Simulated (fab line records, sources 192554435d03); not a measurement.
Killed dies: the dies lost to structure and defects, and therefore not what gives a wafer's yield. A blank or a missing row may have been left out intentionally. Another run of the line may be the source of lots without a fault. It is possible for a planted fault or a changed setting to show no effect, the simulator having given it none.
Lot-split experiment + flow n5Finfet + 7 lots, 39 wafers read, on a route of 1938 steps

== THE SPLIT ITSELF ==
At N5_GATE_CUT_ETCH_58 (etches SiNx in CH3F/O2, target depth 17 nm, time 128.6 s), the setting timeS was moved away from the recipe's 128.6 s on 18 of the 39 wafers read, by -15.6% to +18.0%. The other wafers ran this setting at the recipe's value.

The split's own step is where the reading is taken.

== THE READING ==
SiNx_of_SDB_ALD_29.thkNm (the simulator's own value, which no gauge read), in nm, at N5_GATE_CUT_ETCH_58 (etches SiNx in CH3F/O2, target depth 17 nm, time 128.6 s). There is no usual value for it anywhere in the file. Here, 21 wafers ran the recipe; their average is 24.5 nm with a standard deviation of 0.12 nm.

| wafer  | tool, chamber at the split | timeS as run, s | against the recipe | SiNx_of_SDB_ALD_29.thkNm, nm | against lot-mates on the recipe |
|--------|----------------------------|-----------------|--------------------|------------------------------|---------------------------------|
| L078.1 | rieDiel-03, 0              | 108.6           | -15.6%             | 25                           | +0.5                            |
| L078.2 | rieDiel-03, 2              | 128.6           | recipe             | 24.6                         | -                               |
| L078.3 | rieDiel-03, 1              | 108.6           | -15.6%             | 25                           | +0.5                            |
| L078.4 | rieDiel-03, 3              | 128.6           | recipe             | 24.4                         | -                               |
| L078.5 | rieDiel-03, 0              | 108.6           | -15.6%             | 24.8                         | +0.3                            |
| L078.6 | rieDiel-03, 1              | 128.6           | recipe             | 24.4                         | -                               |
| L082.1 | rieDiel-02, 3              | 128.6           | recipe             | 24.4                         | -                               |
| L082.2 | rieDiel-02, 0              | 141.5           | +10.0%             | 24.2                         | -0.2                            |
| L082.3 | rieDiel-02, 1              | 141.5           | +10.0%             | 24.2                         | -0.2                            |
| L082.4 | rieDiel-02, 2              | 128.6           | recipe             | 24.4                         | -                               |
| L082.5 | rieDiel-02, 0              | 128.6           | recipe             | 24.4                         | -                               |
| L082.6 | rieDiel-02, 3              | 141.5           | +10.0%             | 24.2                         | -0.2                            |
| L084.4 | rieDiel-02, 0              | 128.6           | recipe             | 24.4                         | -                               |
| L084.5 | rieDiel-02, 1              | 128.6           | recipe             | 24.6                         | -                               |
| L084.6 | rieDiel-02, 0              | 128.6           | recipe             | 24.6                         | -                               |
| L086.1 | rieDiel-03, 2              | 136.6           | +6.2%              | 24.4                         | -0.2                            |
| L086.2 | rieDiel-03, 3              | 136.6           | +6.2%              | 24.2                         | -0.4                            |
| L086.3 | rieDiel-03, 1              | 128.6           | recipe             | 24.6                         | -                               |
| L086.4 | rieDiel-03, 0              | 136.6           | +6.2%              | 24.4                         | -0.2                            |
| L086.5 | rieDiel-03, 2              | 128.6           | recipe             | 24.6                         | -                               |
| L086.6 | rieDiel-03, 3              | 128.6           | recipe             | 24.6                         | -                               |
| L088.1 | rieDiel-02, 1              | 128.6           | recipe             | 24.2                         | -                               |
| L088.2 | rieDiel-02, 0              | 145.9           | +13.5%             | 24.2                         | -0.2                            |
| L088.3 | rieDiel-02, 2              | 128.6           | recipe             | 24.4                         | -                               |
| L088.4 | rieDiel-02, 3              | 145.9           | +13.5%             | 24                           | -0.4                            |
| L088.5 | rieDiel-02, 2              | 128.6           | recipe             | 24.6                         | -                               |
| L088.6 | rieDiel-02, 1              | 145.9           | +13.5%             | 24                           | -0.4                            |
| L090.1 | rieDiel-03, 0              | 151.7           | +18.0%             | 24                           | -0.5                            |
| L090.2 | rieDiel-03, 3              | 128.6           | recipe             | 24.6                         | -                               |
| L090.3 | rieDiel-03, 1              | 128.6           | recipe             | 24.6                         | -                               |
| L090.4 | rieDiel-03, 2              | 151.7           | +18.0%             | 24.2                         | -0.3                            |
| L090.5 | rieDiel-03, 3              | 128.6           | recipe             | 24.4                         | -                               |
| L090.6 | rieDiel-03, 0              | 151.7           | +18.0%             | 24                           | -0.5                            |
| L096.1 | rieDiel-04, 0              | 109.5           | -14.9%             | 24.8                         | +0.3                            |
| L096.2 | rieDiel-04, 3              | 109.5           | -14.9%             | 24.6                         | +0.1                            |
| L096.3 | rieDiel-04, 1              | 128.6           | recipe             | 24.6                         | -                               |
| L096.4 | rieDiel-04, 2              | 109.5           | -14.9%             | 25                           | +0.5                            |
| L096.5 | rieDiel-04, 2              | 128.6           | recipe             | 24.4                         | -                               |
| L096.6 | rieDiel-04, 3              | 128.6           | recipe             | 24.4                         | -                               |

THE FIT
A straight line over all 39 wafers: SiNx_of_SDB_ALD_29.thkNm changes by -0.0258 nm for each +1% of timeS; r = -0.90; the points scatter about the line by 0.12 nm.
The same after taking each lot's own level away (the mean of its wafers on the recipe; 39 wafers): -0.026 nm for each +1%; r = -0.91; scatter 0.11 nm.
Per that fit: largest timeS move, reading shift of 0.47 nm.
The span of the lots' own levels, 24.40 to 24.60 nm, comes to 1.7 times the standard deviation stated above.
The two slopes agree, so the slope changes little with the lot-to-lot level.
Check: for one of the wafers moved furthest among these (+18.0%), held out of the fit, the line's prediction against its lot-mates is -0.46 nm. Against them it came out at -0.533 nm.

== OTHER SPLITS ON THESE WAFERS ==
Note: prior to the reading, these wafers also went through further splits. Each is held against what the fit with the lots' levels taken away leaves over:
| other split on the same wafers | wafers away from the commonest value | r with SiNx_of_SDB_ALD_29.thkNm (lot level and that fit taken away) |
|--------------------------------|--------------------------------------|---------------------------------------------------------------------|
| N5_FIN_CUT_ETCH_21 biasW       | 12                                   | -0.03                                                               |
| N5_DUMMY_GATE_EXPOSE_12 doseMj | 15                                   | +0.34                                                               |
| N5_DUMMY_GATE_ETCH_32 timeS    | 18                                   | +0.14                                                               |

== THE WHOLE CHAIN: every reading that the file lists as answering this split, in the file's order ==
| step                | what it does                                             | reading                                                                   | change (the file's fit)               | r (the file's) |
|---------------------|----------------------------------------------------------|---------------------------------------------------------------------------|---------------------------------------|----------------|
| N5_GATE_CUT_ETCH_58 | etches SiNx in CH3F/O2, target depth 17 nm, time 128.6 s | etch.depthNm (the simulator's own value, which no gauge read)             | +0.164 nm for each +1% of the setting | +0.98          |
| N5_GATE_CUT_ETCH_58 | etches SiNx in CH3F/O2, target depth 17 nm, time 128.6 s | SiNx_of_SDB_ALD_29.thkNm (the simulator's own value, which no gauge read) | -0.026 nm for each +1% of the setting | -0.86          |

== THE FILE'S OWN FIT ==
SiNx_of_SDB_ALD_29.thkNm changes by -0.026 nm for each +1% of timeS, r = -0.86.
